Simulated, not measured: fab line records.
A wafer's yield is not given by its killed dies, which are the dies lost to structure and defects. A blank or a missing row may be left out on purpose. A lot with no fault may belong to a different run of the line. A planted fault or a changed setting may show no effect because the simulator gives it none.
A lot that was struck, set against a sound lot    flow n5-finfet    27 out of 1938 route steps
Sound: these wafers, L335.1, L335.2, L335.4. Struck: wafers L342.1, L342.4, L342.6. The cause is named last.
Each step with rows lists, per side, the tool, then ch with its chambers, then its first start. Under that, the readings that differ: sound wafers    struck wafers    difference of the means    sigmas: that difference in standard deviations of wafers without a fault.
alike: same words and numbers on both sides, and readings whose means sit less than 2 such deviations apart. not compared: any withheld reading, any reading some wafer has no value for, any bound like >300 that may hide the same value, and any number with overlapping values for which the record gives no deviation.
Wherever a step has rows on one side only, a row that says differs or no value, or a row with sigmas, the two part there. When numbers do not overlap yet have no deviation, they are printed without sigmas and do not part them. Lack of a reading on every wafer of one side parts them only where that side has two or more wafers.

first, 3 steps without rows for these wafers: N5_BEOL_M1_PRE_CLEAN_60 (time 15 s); N5_BEOL_M1_CO_CAP_55 (material Co, precursor CCTBA/H2, target thk 2 nm, time 102.1 s); N5_BEOL_M1_PRE_CLEAN_56 (time 15 s).
N5_BEOL_M1_DEP_57: deposits SiCN from 3MS/NH3, target thk 8 nm, time 14 s.
  sound on pecvd-03 ch 0,1,2, day 8 16:47; struck on pecvd-01 ch 0,2, day 11 05:42
  alike: showerhead-plenum-p-Torr, throttle-valve-pct
N5_BEOL_M1_RS_MEAS_58: uses a four-point probe to measure.
  sound: film-metro-01 at day 8 16:51; struck: film-metro-02 at day 11 05:46
  alike: M1_RS
N5_BEOL_M1_INSPECT_59: inspects for defects (darkfield).
  sound: defect-inspect-02 at day 8 16:52; struck: defect-inspect-02 at day 11 05:47
  alike: raw-defect-count
N5_BEOL_M2_ILD_DEP_00: deposits SiOC from DEMS/O2, target thk 79 nm, time 15.3 s.
  sound on pecvd-02 ch 0,1, day 8 16:55; struck on pecvd-02 ch 0,1, day 11 05:50
  alike: heater-power-w, showerhead-plenum-p-Torr, throttle-valve-pct
N5_BEOL_M2_THK_MEAS_01:
  sound: film-metro-02 at day 8 16:59; struck: film-metro-01 at day 11 05:54
  alike: M2_ILD_THK
N5_BEOL_M2_PECVD_72: deposits SiO2 from TEOS/O2, target thk 16 nm, time 18 s.
  sound on pecvd-01 ch 0,2, day 8 17:02; struck on pecvd-02 ch 0,1,2, day 11 05:56
  alike: heater-power-w, showerhead-plenum-p-Torr, throttle-valve-pct
N5_BEOL_M2_HM_DEP_02: deposits TiN, target thk 20 nm.
  sound: pvd-sputter-02 at day 8 17:23; struck: pvd-sputter-01 at day 11 06:23
  alike: throttle-valve-pct
then, 2 steps without rows for these wafers: N5_BEOL_M2_COAT_61 (time 60 s, resist thk 60 nm); N5_BEOL_M2_COAT_62 (time 60 s, resist thk 12 nm).
N5_BEOL_M2_COAT_73: time 60 s, resist thk 5 nm.
  sound on litho-track-04 ch 0, day 8 17:31; struck on litho-track-01 ch 0, day 11 06:31
reading                   sound                 struck                difference  sigmas
heater-power-total-W (W)  394.0 390.6 390.8     344.3 345.3 349.5     -45.4       -35
plate-temp-C (C)          205.02 205.01 204.91  186.24 186.42 186.40  -18.63      -99 or more
then, 6 steps without rows for these wafers: N5_BEOL_M2_COAT_05 (resist thk 30 nm); N5_BEOL_M2_EBR_07; N5_BEOL_M2_SOFTBAKE_06 (time 60 s); N5_BEOL_M2_EXPOSE_08 (exposes mask M2); N5_BEOL_M2_PEB_09 (peb time 60 s); N5_BEOL_M2_DEVELOP_10 (develop time 30 s).
N5_BEOL_M2_CD_MEAS_11: target cd 16.79 nm.
  sound on cd-sem-01 ch 0, day 8 17:47; struck on cd-sem-01 ch 0, day 11 06:55
  alike: cd-nm
N5_BEOL_M2_OVL_MEAS_12:
  sound on overlay-01 ch 0, day 8 17:49; struck on overlay-01 ch 0, day 11 06:57
  alike: M2_OVL
N5_BEOL_M2_INSPECT_13: inspects for defects (brightfield).
  sound: defect-inspect-02 at day 8 17:53; struck: defect-inspect-02 at day 11 07:01
  alike: raw-defect-count
N5_BEOL_M2_DESCUM_16: chemistry O2, time 7 s.
  sound on rie-diel-06 ch 0,1,2, day 8 17:55; struck on rie-diel-04 ch 1,2, day 11 07:03
  alike: drypump-motor-current-A, oes-product-au, rf-vpp-V, showerhead-plenum-p-Torr, throttle-valve-pct
  not compared: rf-hours-counter-h
N5_BEOL_M2_ETCH_74: etches underlayer in N2/H2, target depth 6.5 nm, time 5.2 s.
  sound on rie-diel-06 ch 0,1,2, day 8 17:57; struck on rie-diel-04 ch 1,2, day 11 07:05
reading                   sound              struck             difference  sigmas
model.etch.depth-nm (nm)  5.004 5.003 5.004  5.074 5.069 5.061  +0.064      
  alike: bias-w, drypump-motor-current-A, etch-rf-on-time-s, oes-product-au, rf-vpp-V, showerhead-plenum-p-Torr, throttle-valve-pct
  not compared: rf-hours-counter-h
then, 1 step without rows for these wafers: N5_BEOL_M2_ETCH_63 (etches SiARC in CF4, target depth 15.6 nm, time 26 s).
-- a jump in the record: the struck wafers' starts before and after are 2 days apart (it breaks off in module BEOL_M2 and resumes in module BEOL_M4, where the first step shown is number 1111 of the route) --
N5_BEOL_M4_RC_MEAS_101:
  sound on prober-02 ch 0, day 11 07:42; struck on prober-01 ch 0, day 13 17:37
  alike: DIBL_N, DIBL_P, IOFF_N, IOFF_P, ION_N, ION_P, SS_N, SS_P, VT_N, VT_P
-- record jumps: 5 days separate the struck wafers' starts on either side; left off in module BEOL_M4, taken up again in module PASSIVATION, whose first shown step is the route's number 1936 --
N5_PASSIVATION_PROBE_49:
  record: rows for the struck wafers here (prober-01, day 18 08:45), none for the sound ones

== WHERE THEY PART ==
At N5_BEOL_M2_COAT_73 first; at N5_PASSIVATION_PROBE_49 last (within this record only).

WHY: what had been put in by the simulator
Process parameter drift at N5_BEOL_M2_COAT_73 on litho-track-01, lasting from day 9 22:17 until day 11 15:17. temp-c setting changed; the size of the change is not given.
